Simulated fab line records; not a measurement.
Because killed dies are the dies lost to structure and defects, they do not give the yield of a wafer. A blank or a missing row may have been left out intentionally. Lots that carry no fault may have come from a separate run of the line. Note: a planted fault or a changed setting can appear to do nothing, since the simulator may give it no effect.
fab line records || flow nand-harc
[record] {"lots": 6, "wafers": 18, "last-day": 24}
route steps=1159 shown A_SOURCE_PLATE@416 A_ONON_D1@424 END@1159
lots with no fault: from the same line, run without faults
start-h: hours from the record's first day to the start of the lot's first wafer shown || wait-h: hours since the lot's step before || " the same as in the row above || L1.1+2: a single row standing in for several wafers || - no value, or no start given || * or withheld: withheld || < > ~ a bound
route shown NAME@n: names a module that has steps shown in the file, with the first one's number in the route || usual: mean/standard deviation taken from wafers without a fault || same: alike in all rows || chamber/n: place in a boat || sites: the reading at each site || _std_site: their standard deviation || _edge_site: the outer-site mean with the inner-site mean subtracted || radius-mm: how far each site lies from the wafer's centre || mask NAME#n: copy n || behind: the last tool/chamber to shape the wafer || hold: why the lot was held/for how many hours/how that ended || device: the transistor (n, p or np) that didn't switch || end of line: the same wafers' tests at the end of the route || step lacking rows: just its recipe || killed: dies lost to structure and defects at the first sort, not the wafer's yield || map: the dies of a wafer, with x for killed, . for not killed, _ for no die there
set.NAME: the run value of the setting; set.NAME@STEP: its run value at that earlier step || model.NAME: the simulator's own value behind a step, which no gauge read
lots at some steps of the route; a table a step, a row a wafer
services: from which hour (start-h, from the record's first day; less than 0 if before it) a tool's chamber was out of use, for how many hours, and why
[[steps]]
[step NHARC_A_SOURCE_PLATE_THK_MEAS_09]
[recipe] {"thk-meas-gauge": "ellipsometry"}
[usual] {"thk-nm": "9.8/0.92"}
{"lot.wafer": "L777.1", "tool": "film-metro-02", "chamber": "-", "start-h": 133.23, "wait-h": 0.4, "thk-nm": 9.8}
{"lot.wafer": "L777.3", "tool": "film-metro-02", "chamber": "-", "start-h": 133.23, "wait-h": 0.4, "thk-nm": 8.8}
{"lot.wafer": "L777.5", "tool": "film-metro-02", "chamber": "-", "start-h": 133.23, "wait-h": 0.4, "thk-nm": 7.8}
{"lot.wafer": "L782.2", "tool": "film-metro-01", "chamber": "-", "start-h": 169.94, "wait-h": 0.4, "thk-nm": 9.1}
{"lot.wafer": "L782.3", "tool": "film-metro-01", "chamber": "-", "start-h": 169.94, "wait-h": 0.4, "thk-nm": 9.1}
{"lot.wafer": "L782.5", "tool": "film-metro-01", "chamber": "-", "start-h": 169.94, "wait-h": 0.4, "thk-nm": 10.3}
{"lot.wafer": "L792.1", "tool": "film-metro-02", "chamber": "-", "start-h": 233.71, "wait-h": 0.4, "thk-nm": 8.1}
{"lot.wafer": "L792.3", "tool": "film-metro-02", "chamber": "-", "start-h": 233.71, "wait-h": 0.4, "thk-nm": 8.3}
{"lot.wafer": "L792.4", "tool": "film-metro-02", "chamber": "-", "start-h": 233.71, "wait-h": 0.4, "thk-nm": 9.8}
{"lot.wafer": "L791.2", "tool": "film-metro-01", "chamber": "-", "start-h": 233.71, "wait-h": 0.4, "thk-nm": 9.5}
{"lot.wafer": "L791.4", "tool": "film-metro-01", "chamber": "-", "start-h": 233.71, "wait-h": 0.4, "thk-nm": 10.8}
{"lot.wafer": "L791.5", "tool": "film-metro-01", "chamber": "-", "start-h": 233.71, "wait-h": 0.4, "thk-nm": 9.5}
{"lot.wafer": "L794.1", "tool": "film-metro-01", "chamber": "-", "start-h": 233.72, "wait-h": 0.4, "thk-nm": 9.2}
{"lot.wafer": "L794.3", "tool": "film-metro-01", "chamber": "-", "start-h": 233.72, "wait-h": 0.4, "thk-nm": 9.9}
{"lot.wafer": "L794.5", "tool": "film-metro-01", "chamber": "-", "start-h": 233.72, "wait-h": 0.4, "thk-nm": 10.5}
{"lot.wafer": "L800.1", "tool": "film-metro-01", "chamber": "-", "start-h": 271.39, "wait-h": 0.4, "thk-nm": 11.0}
{"lot.wafer": "L800.2", "tool": "film-metro-01", "chamber": "-", "start-h": 271.39, "wait-h": 0.4, "thk-nm": 8.0}
{"lot.wafer": "L800.5", "tool": "film-metro-01", "chamber": "-", "start-h": 271.39, "wait-h": 0.4, "thk-nm": 10.1}
[step NHARC_A_SOURCE_PLATE_PVD_04]
[recipe] {"target-thk-a": 500, "material": "WSi2"}
[step NHARC_A_SOURCE_PLATE_CVD_03]
[recipe] {"target-thk-a": 2000, "temp-c": 620, "pressure-mtorr": 200, "time-s": 4000, "material": "poly-Si"}
[step NHARC_A_SOURCE_PLATE_ANNEAL_05]
[recipe] {"temp-c": 850, "time-s": 1800}
[step NHARC_A_SOURCE_PLATE_THK_MEAS_06]
[recipe] {"thk-meas-gauge": "ellipsometry"}
[usual] {"thk-nm": "200.3/2.2"}
{"lot.wafer": "L777.1", "tool": "film-metro-01", "chamber": "-", "start-h": 146.39, "wait-h": 0.4, "thk-nm": 200.3}
{"lot.wafer": "L777.3", "tool": "film-metro-01", "chamber": "-", "start-h": 146.39, "wait-h": 0.4, "thk-nm": 200.5}
{"lot.wafer": "L777.5", "tool": "film-metro-01", "chamber": "-", "start-h": 146.39, "wait-h": 0.4, "thk-nm": 201.8}
{"lot.wafer": "L782.2", "tool": "film-metro-01", "chamber": "-", "start-h": 180.69, "wait-h": 0.4, "thk-nm": 197.2}
{"lot.wafer": "L782.3", "tool": "film-metro-01", "chamber": "-", "start-h": 180.69, "wait-h": 0.4, "thk-nm": 197.3}
{"lot.wafer": "L782.5", "tool": "film-metro-01", "chamber": "-", "start-h": 180.69, "wait-h": 0.4, "thk-nm": 200.4}
{"lot.wafer": "L792.1", "tool": "film-metro-02", "chamber": "-", "start-h": 247.51, "wait-h": 0.4, "thk-nm": 200.1}
{"lot.wafer": "L792.3", "tool": "film-metro-02", "chamber": "-", "start-h": 247.51, "wait-h": 0.4, "thk-nm": 204.6}
{"lot.wafer": "L792.4", "tool": "film-metro-02", "chamber": "-", "start-h": 247.51, "wait-h": 0.4, "thk-nm": 200.0}
{"lot.wafer": "L791.2", "tool": "film-metro-01", "chamber": "-", "start-h": 247.52, "wait-h": 0.4, "thk-nm": 202.4}
{"lot.wafer": "L791.4", "tool": "film-metro-01", "chamber": "-", "start-h": 247.52, "wait-h": 0.4, "thk-nm": 199.8}
{"lot.wafer": "L791.5", "tool": "film-metro-01", "chamber": "-", "start-h": 247.52, "wait-h": 0.4, "thk-nm": 200.0}
{"lot.wafer": "L794.1", "tool": "film-metro-02", "chamber": "-", "start-h": 247.52, "wait-h": 0.4, "thk-nm": 196.6}
{"lot.wafer": "L794.3", "tool": "film-metro-02", "chamber": "-", "start-h": 247.52, "wait-h": 0.4, "thk-nm": 197.7}
{"lot.wafer": "L794.5", "tool": "film-metro-02", "chamber": "-", "start-h": 247.52, "wait-h": 0.4, "thk-nm": 195.9}
{"lot.wafer": "L800.1", "tool": "film-metro-01", "chamber": "-", "start-h": 284.19, "wait-h": 0.4, "thk-nm": 203.1}
{"lot.wafer": "L800.2", "tool": "film-metro-01", "chamber": "-", "start-h": 284.19, "wait-h": 0.4, "thk-nm": 204.4}
{"lot.wafer": "L800.5", "tool": "film-metro-01", "chamber": "-", "start-h": 284.19, "wait-h": 0.4, "thk-nm": 203.9}
[step NHARC_A_SOURCE_PLATE_INSPECT_08]
[usual] {"raw-defect-count": "62/28"}
{"lot.wafer": "L777.1", "tool": "defect-inspect-02", "chamber": "-", "start-h": 146.45, "wait-h": 0.0, "raw-defect-count": 60}
{"lot.wafer": "L777.3", "tool": "defect-inspect-02", "chamber": "-", "start-h": 146.45, "wait-h": 0.0, "raw-defect-count": 25}
{"lot.wafer": "L777.5", "tool": "defect-inspect-02", "chamber": "-", "start-h": 146.45, "wait-h": 0.0, "raw-defect-count": 60}
{"lot.wafer": "L782.2", "tool": "defect-inspect-01", "chamber": "-", "start-h": 180.78, "wait-h": 0.0, "raw-defect-count": 61}
{"lot.wafer": "L782.3", "tool": "defect-inspect-01", "chamber": "-", "start-h": 180.78, "wait-h": 0.0, "raw-defect-count": 80}
{"lot.wafer": "L782.5", "tool": "defect-inspect-01", "chamber": "-", "start-h": 180.78, "wait-h": 0.0, "raw-defect-count": 50}
{"lot.wafer": "L792.1", "tool": "defect-inspect-02", "chamber": "-", "start-h": 247.58, "wait-h": 0.0, "raw-defect-count": 54}
{"lot.wafer": "L792.3", "tool": "defect-inspect-02", "chamber": "-", "start-h": 247.58, "wait-h": 0.0, "raw-defect-count": 53}
{"lot.wafer": "L792.4", "tool": "defect-inspect-02", "chamber": "-", "start-h": 247.58, "wait-h": 0.0, "raw-defect-count": 48}
{"lot.wafer": "L791.2", "tool": "defect-inspect-01", "chamber": "-", "start-h": 247.58, "wait-h": 0.0, "raw-defect-count": 76}
{"lot.wafer": "L791.4", "tool": "defect-inspect-01", "chamber": "-", "start-h": 247.58, "wait-h": 0.0, "raw-defect-count": 32}
{"lot.wafer": "L791.5", "tool": "defect-inspect-01", "chamber": "-", "start-h": 247.58, "wait-h": 0.0, "raw-defect-count": 56}
{"lot.wafer": "L794.1", "tool": "defect-inspect-02", "chamber": "-", "start-h": 247.58, "wait-h": 0.0, "raw-defect-count": 89}
{"lot.wafer": "L794.3", "tool": "defect-inspect-02", "chamber": "-", "start-h": 247.58, "wait-h": 0.0, "raw-defect-count": 68}
{"lot.wafer": "L794.5", "tool": "defect-inspect-02", "chamber": "-", "start-h": 247.58, "wait-h": 0.0, "raw-defect-count": 82}
{"lot.wafer": "L800.1", "tool": "defect-inspect-01", "chamber": "-", "start-h": 284.25, "wait-h": 0.0, "raw-defect-count": 117}
{"lot.wafer": "L800.2", "tool": "defect-inspect-01", "chamber": "-", "start-h": 284.25, "wait-h": 0.0, "raw-defect-count": 62}
{"lot.wafer": "L800.5", "tool": "defect-inspect-01", "chamber": "-", "start-h": 284.25, "wait-h": 0.0, "raw-defect-count": 106}
[step NHARC_A_ONON_D1_DEP_00]
[recipe] {"target-thk-a": 10000, "n2-flow-sccm": 2750, "n2o-flow-sccm": 2000, "nh3-flow-sccm": 500, "sih4-flow-sccm": 210, "temp-c": 400}
[step NHARC_A_ONON_D1_THK_MEAS_02]
[recipe] {"thk-meas-gauge": "ellipsometry"}
[usual] {"thk-nm": "1001/9.3"}
{"lot.wafer": "L777.1", "tool": "film-metro-02", "chamber": "-", "start-h": 147.03, "wait-h": "-", "thk-nm": 1005}
{"lot.wafer": "L777.3", "tool": "film-metro-02", "chamber": "-", "start-h": 147.03, "wait-h": "-", "thk-nm": 1005}
{"lot.wafer": "L777.5", "tool": "film-metro-02", "chamber": "-", "start-h": 147.03, "wait-h": "-", "thk-nm": 1004}
{"lot.wafer": "L782.2", "tool": "film-metro-02", "chamber": "-", "start-h": 181.63, "wait-h": "-", "thk-nm": 1016}
{"lot.wafer": "L782.3", "tool": "film-metro-02", "chamber": "-", "start-h": 181.63, "wait-h": "-", "thk-nm": 1017}
{"lot.wafer": "L782.5", "tool": "film-metro-02", "chamber": "-", "start-h": 181.63, "wait-h": "-", "thk-nm": 1017}
{"lot.wafer": "L791.2", "tool": "film-metro-02", "chamber": "-", "start-h": 248.16, "wait-h": "-", "thk-nm": 1005}
{"lot.wafer": "L791.4", "tool": "film-metro-02", "chamber": "-", "start-h": 248.16, "wait-h": "-", "thk-nm": 1005}
{"lot.wafer": "L791.5", "tool": "film-metro-02", "chamber": "-", "start-h": 248.16, "wait-h": "-", "thk-nm": 1005}
{"lot.wafer": "L792.1", "tool": "film-metro-01", "chamber": "-", "start-h": 248.16, "wait-h": "-", "thk-nm": 993}
{"lot.wafer": "L792.3", "tool": "film-metro-01", "chamber": "-", "start-h": 248.16, "wait-h": "-", "thk-nm": 992}
{"lot.wafer": "L792.4", "tool": "film-metro-01", "chamber": "-", "start-h": 248.16, "wait-h": "-", "thk-nm": 993}
{"lot.wafer": "L794.1", "tool": "film-metro-01", "chamber": "-", "start-h": 248.51, "wait-h": "-", "thk-nm": 1010}
{"lot.wafer": "L794.3", "tool": "film-metro-01", "chamber": "-", "start-h": 248.51, "wait-h": "-", "thk-nm": 1011}
{"lot.wafer": "L794.5", "tool": "film-metro-01", "chamber": "-", "start-h": 248.51, "wait-h": "-", "thk-nm": 1009}
{"lot.wafer": "L800.1", "tool": "film-metro-02", "chamber": "-", "start-h": 284.86, "wait-h": "-", "thk-nm": 986}
{"lot.wafer": "L800.2", "tool": "film-metro-02", "chamber": "-", "start-h": 284.86, "wait-h": "-", "thk-nm": 986}
{"lot.wafer": "L800.5", "tool": "film-metro-02", "chamber": "-", "start-h": 284.86, "wait-h": "-", "thk-nm": 986}
[step NHARC_A_ONON_D1_DEP_03]
[recipe] {"target-thk-a": 10000, "n2-flow-sccm": 2750, "n2o-flow-sccm": 2000, "nh3-flow-sccm": 500, "sih4-flow-sccm": 210, "temp-c": 400}
[step NHARC_A_ONON_D1_THK_MEAS_05]
[recipe] {"thk-meas-gauge": "ellipsometry"}
[usual] {"thk-nm": "1001/8.3"}
{"lot.wafer": "L777.1", "tool": "film-metro-01", "chamber": "-", "start-h": 147.59, "wait-h": "-", "thk-nm": 1003}
{"lot.wafer": "L777.3", "tool": "film-metro-01", "chamber": "-", "start-h": 147.59, "wait-h": "-", "thk-nm": 1003}
{"lot.wafer": "L777.5", "tool": "film-metro-01", "chamber": "-", "start-h": 147.59, "wait-h": "-", "thk-nm": 1002}
{"lot.wafer": "L782.2", "tool": "film-metro-02", "chamber": "-", "start-h": 182.32, "wait-h": "-", "thk-nm": 995}
{"lot.wafer": "L782.3", "tool": "film-metro-02", "chamber": "-", "start-h": 182.32, "wait-h": "-", "thk-nm": 997}
{"lot.wafer": "L782.5", "tool": "film-metro-02", "chamber": "-", "start-h": 182.32, "wait-h": "-", "thk-nm": 997}
{"lot.wafer": "L791.2", "tool": "film-metro-01", "chamber": "-", "start-h": 248.73, "wait-h": "-", "thk-nm": 1000}
{"lot.wafer": "L791.4", "tool": "film-metro-01", "chamber": "-", "start-h": 248.73, "wait-h": "-", "thk-nm": 1001}
{"lot.wafer": "L791.5", "tool": "film-metro-01", "chamber": "-", "start-h": 248.73, "wait-h": "-", "thk-nm": 1001}
{"lot.wafer": "L792.1", "tool": "film-metro-01", "chamber": "-", "start-h": 248.86, "wait-h": "-", "thk-nm": 1012}
{"lot.wafer": "L792.3", "tool": "film-metro-01", "chamber": "-", "start-h": 248.86, "wait-h": "-", "thk-nm": 1010}
{"lot.wafer": "L792.4", "tool": "film-metro-01", "chamber": "-", "start-h": 248.86, "wait-h": "-", "thk-nm": 1012}
{"lot.wafer": "L794.1", "tool": "film-metro-02", "chamber": "-", "start-h": 249.08, "wait-h": "-", "thk-nm": 1010}
{"lot.wafer": "L794.3", "tool": "film-metro-02", "chamber": "-", "start-h": 249.08, "wait-h": "-", "thk-nm": 1011}
{"lot.wafer": "L794.5", "tool": "film-metro-02", "chamber": "-", "start-h": 249.08, "wait-h": "-", "thk-nm": 1010}
{"lot.wafer": "L800.1", "tool": "film-metro-02", "chamber": "-", "start-h": 285.43, "wait-h": "-", "thk-nm": 1001}
{"lot.wafer": "L800.2", "tool": "film-metro-02", "chamber": "-", "start-h": 285.43, "wait-h": "-", "thk-nm": 1002}
{"lot.wafer": "L800.5", "tool": "film-metro-02", "chamber": "-", "start-h": 285.43, "wait-h": "-", "thk-nm": 1003}
[step NHARC_A_ONON_D1_DEP_06]
[recipe] {"target-thk-a": 10000, "n2-flow-sccm": 2750, "n2o-flow-sccm": 2000, "nh3-flow-sccm": 500, "sih4-flow-sccm": 210, "temp-c": 400}
[usual] {"n2-flow-sccm": "2751/8.8"}
{"lot.wafer": "L777.1", "tool": "pecvd-onon-02", "chamber": 0, "start-h": 147.65, "wait-h": 0.1, "n2-flow-sccm": 2767}
{"lot.wafer": "L777.3", "tool": "pecvd-onon-02", "chamber": 0, "start-h": 147.65, "wait-h": 0.1, "n2-flow-sccm": 2779}
{"lot.wafer": "L777.5", "tool": "pecvd-onon-02", "chamber": 0, "start-h": 147.65, "wait-h": 0.1, "n2-flow-sccm": 2759}
{"lot.wafer": "L782.2", "tool": "pecvd-onon-03", "chamber": 0, "start-h": 182.44, "wait-h": 0.1, "n2-flow-sccm": 2737}
{"lot.wafer": "L782.3", "tool": "pecvd-onon-03", "chamber": 0, "start-h": 182.44, "wait-h": 0.1, "n2-flow-sccm": 2747}
{"lot.wafer": "L782.5", "tool": "pecvd-onon-03", "chamber": 0, "start-h": 182.44, "wait-h": 0.1, "n2-flow-sccm": 2742}
{"lot.wafer": "L791.2", "tool": "pecvd-onon-03", "chamber": 0, "start-h": 248.84, "wait-h": 0.1, "n2-flow-sccm": 2746}
{"lot.wafer": "L791.4", "tool": "pecvd-onon-03", "chamber": 0, "start-h": 248.84, "wait-h": 0.1, "n2-flow-sccm": 2735}
{"lot.wafer": "L791.5", "tool": "pecvd-onon-03", "chamber": 0, "start-h": 248.84, "wait-h": 0.1, "n2-flow-sccm": 2739}
{"lot.wafer": "L792.1", "tool": "pecvd-onon-02", "chamber": 0, "start-h": 248.92, "wait-h": 0.1, "n2-flow-sccm": 2752}
{"lot.wafer": "L792.3", "tool": "pecvd-onon-02", "chamber": 0, "start-h": 248.92, "wait-h": 0.1, "n2-flow-sccm": 2749}
{"lot.wafer": "L792.4", "tool": "pecvd-onon-02", "chamber": 0, "start-h": 248.92, "wait-h": 0.1, "n2-flow-sccm": 2754}
{"lot.wafer": "L794.1", "tool": "pecvd-onon-03", "chamber": 0, "start-h": 249.14, "wait-h": 0.1, "n2-flow-sccm": 2757}
{"lot.wafer": "L794.3", "tool": "pecvd-onon-03", "chamber": 0, "start-h": 249.14, "wait-h": 0.1, "n2-flow-sccm": 2766}
{"lot.wafer": "L794.5", "tool": "pecvd-onon-03", "chamber": 0, "start-h": 249.14, "wait-h": 0.1, "n2-flow-sccm": 2751}
{"lot.wafer": "L800.1", "tool": "pecvd-onon-04", "chamber": 0, "start-h": 285.48, "wait-h": 0.1, "n2-flow-sccm": 2768}
{"lot.wafer": "L800.2", "tool": "pecvd-onon-04", "chamber": 0, "start-h": 285.48, "wait-h": 0.1, "n2-flow-sccm": 2755}
{"lot.wafer": "L800.5", "tool": "pecvd-onon-04", "chamber": 0, "start-h": 285.48, "wait-h": 0.1, "n2-flow-sccm": 2760}
[step NHARC_A_ONON_D1_THK_MEAS_08]
[recipe] {"thk-meas-gauge": "ellipsometry"}
[usual] {"thk-nm": "1000/8.7"}
{"lot.wafer": "L777.1", "tool": "film-metro-01", "chamber": "-", "start-h": 148.16, "wait-h": "-", "thk-nm": 1005}
{"lot.wafer": "L777.3", "tool": "film-metro-01", "chamber": "-", "start-h": 148.16, "wait-h": "-", "thk-nm": 1007}
{"lot.wafer": "L777.5", "tool": "film-metro-01", "chamber": "-", "start-h": 148.16, "wait-h": "-", "thk-nm": 1006}
{"lot.wafer": "L782.2", "tool": "film-metro-01", "chamber": "-", "start-h": 182.89, "wait-h": "-", "thk-nm": 1002}
{"lot.wafer": "L782.3", "tool": "film-metro-01", "chamber": "-", "start-h": 182.89, "wait-h": "-", "thk-nm": 1001}
{"lot.wafer": "L782.5", "tool": "film-metro-01", "chamber": "-", "start-h": 182.89, "wait-h": "-", "thk-nm": 1003}
{"lot.wafer": "L791.2", "tool": "film-metro-02", "chamber": "-", "start-h": 249.30, "wait-h": "-", "thk-nm": 664}
{"lot.wafer": "L791.4", "tool": "film-metro-02", "chamber": "-", "start-h": 249.30, "wait-h": "-", "thk-nm": 999}
{"lot.wafer": "L791.5", "tool": "film-metro-02", "chamber": "-", "start-h": 249.30, "wait-h": "-", "thk-nm": 999}
{"lot.wafer": "L792.1", "tool": "film-metro-01", "chamber": "-", "start-h": 249.43, "wait-h": "-", "thk-nm": 1014}
{"lot.wafer": "L792.3", "tool": "film-metro-01", "chamber": "-", "start-h": 249.43, "wait-h": "-", "thk-nm": 1012}
{"lot.wafer": "L792.4", "tool": "film-metro-01", "chamber": "-", "start-h": 249.43, "wait-h": "-", "thk-nm": 1013}
{"lot.wafer": "L794.1", "tool": "film-metro-02", "chamber": "-", "start-h": 249.65, "wait-h": "-", "thk-nm": 655}
{"lot.wafer": "L794.3", "tool": "film-metro-02", "chamber": "-", "start-h": 249.65, "wait-h": "-", "thk-nm": 656}
{"lot.wafer": "L794.5", "tool": "film-metro-02", "chamber": "-", "start-h": 249.65, "wait-h": "-", "thk-nm": 990}
{"lot.wafer": "L800.1", "tool": "film-metro-01", "chamber": "-", "start-h": 285.99, "wait-h": "-", "thk-nm": 1001}
{"lot.wafer": "L800.2", "tool": "film-metro-01", "chamber": "-", "start-h": 285.99, "wait-h": "-", "thk-nm": 1000}
{"lot.wafer": "L800.5", "tool": "film-metro-01", "chamber": "-", "start-h": 285.99, "wait-h": "-", "thk-nm": 1002}
[step NHARC_A_ONON_D1_DEP_09]
[recipe] {"target-thk-a": 10000, "n2-flow-sccm": 2750, "n2o-flow-sccm": 2000, "nh3-flow-sccm": 500, "sih4-flow-sccm": 210, "temp-c": 400}
[step NHARC_END_SORT_01]
[recipe] {"temp-c": 25}
[usual] {"killed-at-array": "25/7.8", "killed-at-other": "0.6/0.81", "killed-at-periphery": "3.3/2.2", "killed-dies": "29/8.2", "killed-open": "3.5/1.9", "killed-short": "1.8/1.3"}
[same] {"gross-dies": 677}
{"lot.wafer": "L791.2", "tool": "prober-01", "chamber": 0, "start-h": 532.07, "wait-h": 2.8, "killed-at-array": 669, "killed-at-other": 2, "killed-at-periphery": 6, "killed-dies": 677, "killed-open": 5, "killed-short": 4}
{"lot.wafer": "L794.1", "tool": "prober-02", "chamber": 0, "start-h": 548.33, "wait-h": 2.5, "killed-at-array": 675, "killed-at-other": 0, "killed-at-periphery": 2, "killed-dies": 677, "killed-open": 2, "killed-short": 1}
{"lot.wafer": "L794.3", "tool": "prober-02", "chamber": 0, "start-h": 549.92, "wait-h": 3.1, "killed-at-array": 672, "killed-at-other": 0, "killed-at-periphery": 5, "killed-dies": 677, "killed-open": 5, "killed-short": 1}
// killed by level:class
L791.2 A_ONON_D1:area-dep=653 A_CONTACT:chamber-film-flake=7 A_CHANNEL_HOLE_D1:chamber-film-flake=5 P_CONTACT:geometric-particle:open=3 P_M0:geometric-particle:short=1 P_BONDPAD:geometric-particle:open=1 A_CHANNEL_HOLE_D1:geometric-particle:open=1 A_CHANNEL_HOLE_D1:geometric-particle:short=1
L794.1 A_ONON_D1:area-dep=656 A_CHANNEL_HOLE_D1:chamber-film-flake=5 A_CONTACT:chamber-film-flake=4 A_M0:chamber-film-flake=4 P_CONTACT:geometric-particle:open=1 P_M0:geometric-particle:open=1 A_WL_FILL:geometric-particle:short=1 A_ZERO_WELL:chamber-film-flake=1
L794.3 A_ONON_D1:area-dep=647 A_CHANNEL_HOLE_D1:chamber-film-flake=9 A_CONTACT:chamber-film-flake=4 A_M0:chamber-film-flake=4 P_M0:chamber-film-flake=2 A_CHANNEL_HOLE_D1:geometric-particle:open=1 A_SGD_CUT:geometric-particle:short=1 A_WL_FILL:geometric-particle:open=1
// map L791.2 (x killed, . not)
____________x____________
_________xxxxxxx_________
_______xxxxxxxxxxx_______
______xxxxxxxxxxxxx______
_____xxxxxxxxxxxxxxx_____
____xxxxxxxxxxxxxxxxx____
____xxxxxxxxxxxxxxxxx____
___xxxxxxxxxxxxxxxxxxx___
___xxxxxxxxxxxxxxxxxxx___
__xxxxxxxxxxxxxxxxxxxxx__
__xxxxxxxxxxxxxxxxxxxxx__
_xxxxxxxxxxxxxxxxxxxxxxx_
_xxxxxxxxxxxxxxxxxxxxxxx_
_xxxxxxxxxxxxxxxxxxxxxxx_
_xxxxxxxxxxxxxxxxxxxxxxx_
_xxxxxxxxxxxxxxxxxxxxxxx_
xxxxxxxxxxxxxxxxxxxxxxxxx
xxxxxxxxxxxxxxxxxxxxxxxxx
xxxxxxxxxxxxxxxxxxxxxxxxx
xxxxxxxxxxxxxxxxxxxxxxxxx
xxxxxxxxxxxxxxxxxxxxxxxxx
_xxxxxxxxxxxxxxxxxxxxxxx_
_xxxxxxxxxxxxxxxxxxxxxxx_
_xxxxxxxxxxxxxxxxxxxxxxx_
_xxxxxxxxxxxxxxxxxxxxxxx_
_xxxxxxxxxxxxxxxxxxxxxxx_
__xxxxxxxxxxxxxxxxxxxxx__
__xxxxxxxxxxxxxxxxxxxxx__
___xxxxxxxxxxxxxxxxxxx___
___xxxxxxxxxxxxxxxxxxx___
____xxxxxxxxxxxxxxxxx____
____xxxxxxxxxxxxxxxxx____
_____xxxxxxxxxxxxxxx_____
______xxxxxxxxxxxxx______
_______xxxxxxxxxxx_______
_________xxxxxxx_________
____________x____________
// map L794.1 (x killed, . not)
____________x____________
_________xxxxxxx_________
_______xxxxxxxxxxx_______
______xxxxxxxxxxxxx______
_____xxxxxxxxxxxxxxx_____
____xxxxxxxxxxxxxxxxx____
____xxxxxxxxxxxxxxxxx____
___xxxxxxxxxxxxxxxxxxx___
___xxxxxxxxxxxxxxxxxxx___
__xxxxxxxxxxxxxxxxxxxxx__
__xxxxxxxxxxxxxxxxxxxxx__
_xxxxxxxxxxxxxxxxxxxxxxx_
_xxxxxxxxxxxxxxxxxxxxxxx_
_xxxxxxxxxxxxxxxxxxxxxxx_
_xxxxxxxxxxxxxxxxxxxxxxx_
_xxxxxxxxxxxxxxxxxxxxxxx_
xxxxxxxxxxxxxxxxxxxxxxxxx
xxxxxxxxxxxxxxxxxxxxxxxxx
xxxxxxxxxxxxxxxxxxxxxxxxx
xxxxxxxxxxxxxxxxxxxxxxxxx
xxxxxxxxxxxxxxxxxxxxxxxxx
_xxxxxxxxxxxxxxxxxxxxxxx_
_xxxxxxxxxxxxxxxxxxxxxxx_
_xxxxxxxxxxxxxxxxxxxxxxx_
_xxxxxxxxxxxxxxxxxxxxxxx_
_xxxxxxxxxxxxxxxxxxxxxxx_
__xxxxxxxxxxxxxxxxxxxxx__
__xxxxxxxxxxxxxxxxxxxxx__
___xxxxxxxxxxxxxxxxxxx___
___xxxxxxxxxxxxxxxxxxx___
____xxxxxxxxxxxxxxxxx____
____xxxxxxxxxxxxxxxxx____
_____xxxxxxxxxxxxxxx_____
______xxxxxxxxxxxxx______
_______xxxxxxxxxxx_______
_________xxxxxxx_________
____________x____________
[[services]]
{"tool": "pecvd-onon-03", "chamber": "-", "start-h": 153.07, "hours": 13.0, "kind": "pm"}
{"tool": "pecvd-onon-04", "chamber": "-", "start-h": 237.00, "hours": 13.0, "kind": "pm"}
[[key]]
[first-sign] {"step": "NHARC_A_ONON_D1_THK_MEAS_08", "reading": "thk-nm", "direction": "down", "sigmas": 39, "usual": 1000, "struck": 658}
[effect] {"step": "NHARC_END_SORT_01", "reading": "killed-at-array", "direction": "up", "sigmas": 83, "usual": 25, "struck": 672}
[more-kills-born-at] {"NHARC_A_ONON_D1_DEP_06@pecvd-onon-03": 1956}
met-at NHARC_A_ONON_D1_DEP_06
struck-wafers L791.2,L794.1,L794.3
later-rows-left-out L791.2,L794.1,L794.3
tester-left-out L791,L794
[fault] {"kind": "process-parameter-drift", "tool": "pecvd-onon-03", "chamber": "-", "onset-h": 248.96, "steps": "NHARC_A_ONON_D1_DEP_06", "channel": "target-thk-a", "offset": "*", "shape": "step", "end-h": 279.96, "scope": "struck-wafers-only", "acts-in": "*", "stated": "*"}
// tester-left-out: of these lots the tester's yield and bins aren't shown, on N5 and GAA mostly nor the transistor test; their killed dies are dies lost to structure and defects alone, not to doping, threshold or leakage, so they don't give the yield
// later-rows-left-out: the simulator's readings of these wafers behind a module that went badly wrong aren't trusted and aren't shown, but for the sort
